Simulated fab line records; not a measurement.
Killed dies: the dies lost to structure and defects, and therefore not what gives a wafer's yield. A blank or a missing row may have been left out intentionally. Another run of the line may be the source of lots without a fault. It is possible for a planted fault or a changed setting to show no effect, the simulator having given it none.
A lot that was struck, set against a sound lot -- flow n5 finfet -- 36 steps out of a route of 1938
Sound: wafers L633.1, L633.2, L633.3. Struck: wafers L640.1, L640.2, L640.4. The cause comes at the end.
Per side, at each step with rows, come the tool, then ch with its chambers, and then its first start. Under that, the readings that differ: sound wafers -- struck wafers -- difference of the means -- sigmas: that difference in standard deviations of wafers without a fault.
alike: readings whose means differ by less than 2 such deviations, and words and numbers that are the same on both sides. not compared: withheld readings, readings that some wafer has no value for, bounds like >300 that may hide the same value, and numbers for which the record gives no deviation and whose values overlap.
The two part at a step that has a row with sigmas, a row that says differs or no value, or rows on one side only. Numbers that have no deviation but don't overlap get no sigmas and don't part them. Lack of a reading on every wafer of one side parts them only where that side has two or more wafers.

first, 9 steps without rows for these wafers: N5_WELL_APT_HMDS_01 (time 60 s); N5_WELL_APT_COAT_02 (resist thk 950 nm); N5_WELL_APT_EBR_04; N5_WELL_APT_SOFTBAKE_03 (time 60 s); N5_WELL_APT_EXPOSE_05 (exposes mask NWELL, defocus 0 nm, target cd 200 nm); N5_WELL_APT_PEB_06 (peb time 90 s); N5_WELL_APT_DEVELOP_07 (develop time 45 s); N5_WELL_APT_HARDBAKE_12 (time 120 s); N5_WELL_APT_DESCUM_13 (chemistry O2, time 7.9 s).
N5_WELL_APT_IMPLANT_14:
  sound on implanter-01 ch 0, day 2 02:06; struck on implanter-01 ch 0, day 3 20:05
reading,sound,struck,difference,sigmas
beam energy keV,160.03 160.05 159.96,191.19 191.15 191.07,+31.12,+99 or more
model.implant.rp nm (nm),204.3 204.3 204.3,239.3 239.3 239.3,+35.0,
model.implant.drp nm (nm),65.9 65.9 65.9,75.02 75.02 75.02,+9.12,
then, 25 steps without rows for these wafers: N5_WELL_APT_IMPLANT_15; N5_WELL_APT_STRIP_16 (strips in SPM, time 900 s); N5_WELL_APT_HMDS_18 (time 60 s); N5_WELL_APT_COAT_19 (resist thk 950 nm); N5_WELL_APT_EBR_21; N5_WELL_APT_SOFTBAKE_20 (time 60 s); N5_WELL_APT_EXPOSE_22 (exposes mask PWELL, defocus 0 nm, target cd 200 nm); N5_WELL_APT_PEB_23 (peb time 90 s); N5_WELL_APT_DEVELOP_24 (develop time 45 s); N5_WELL_APT_HARDBAKE_29 (time 120 s); N5_WELL_APT_DESCUM_30 (chemistry O2, time 7.9 s); N5_WELL_APT_IMPLANT_31; N5_WELL_APT_IMPLANT_32; N5_WELL_APT_STRIP_33 (strips in SPM, time 900 s); N5_WELL_APT_RTA_34 (time 10 s); N5_WELL_APT_OXIDE_STRIP_42 (strips SiO2 in dHF, time 45 s, target depth 12 nm); N5_WELL_APT_PRECLEAN_36 (cleans in O3/DIW, time 45 s); N5_WELL_APT_PRECLEAN_39 (cleans in dHF, time 60 s); N5_WELL_APT_SRD_37 (time 30 s); N5_WELL_APT_EPI_41 (deposits Si from SiH4/H2, target thk 50 nm, time 297.7 s); N5_PMOS_HMC_CHANNEL_EPI_HM_DEP_34 (deposits SiO2 from TEOS/O2, target thk 36 nm, time 6.9 s); N5_PMOS_HMC_CHANNEL_EPI_COAT_31 (time 60 s, resist thk 66 nm); N5_PMOS_HMC_CHANNEL_EPI_COAT_03 (resist thk 205 nm); N5_PMOS_HMC_CHANNEL_EPI_EBR_05; N5_PMOS_HMC_CHANNEL_EPI_SOFTBAKE_04 (time 60 s).
-- a jump in the record: the struck wafers' starts before and after are 7 days apart (it breaks off in module PMOS_HMC_CHANNEL_EPI and resumes in module BEOL_M4, where the first step shown is number 1111 of the route) --
N5_BEOL_M4_RC_MEAS_101:
  sound on prober-02 ch 0, day 9 11:38; struck on prober-01 ch 0, day 10 08:58
reading,sound,struck,difference,sigmas
RS_NWELL (ohm/sq),1047 1046 1048,951 951 947,-97,-15
  alike: DIBL_N, DIBL_P, IOFF_N, IOFF_P, ION_N, ION_P, SS_N, SS_P, VT_N, VT_P

== WHERE THEY PART ==
At N5_WELL_APT_IMPLANT_14 first; at N5_BEOL_M4_RC_MEAS_101 last (within this record only).

WHY: what had been put in by the simulator
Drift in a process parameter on implanter-01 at N5_WELL_APT_IMPLANT_14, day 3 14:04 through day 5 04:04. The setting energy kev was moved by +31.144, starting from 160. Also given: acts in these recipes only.
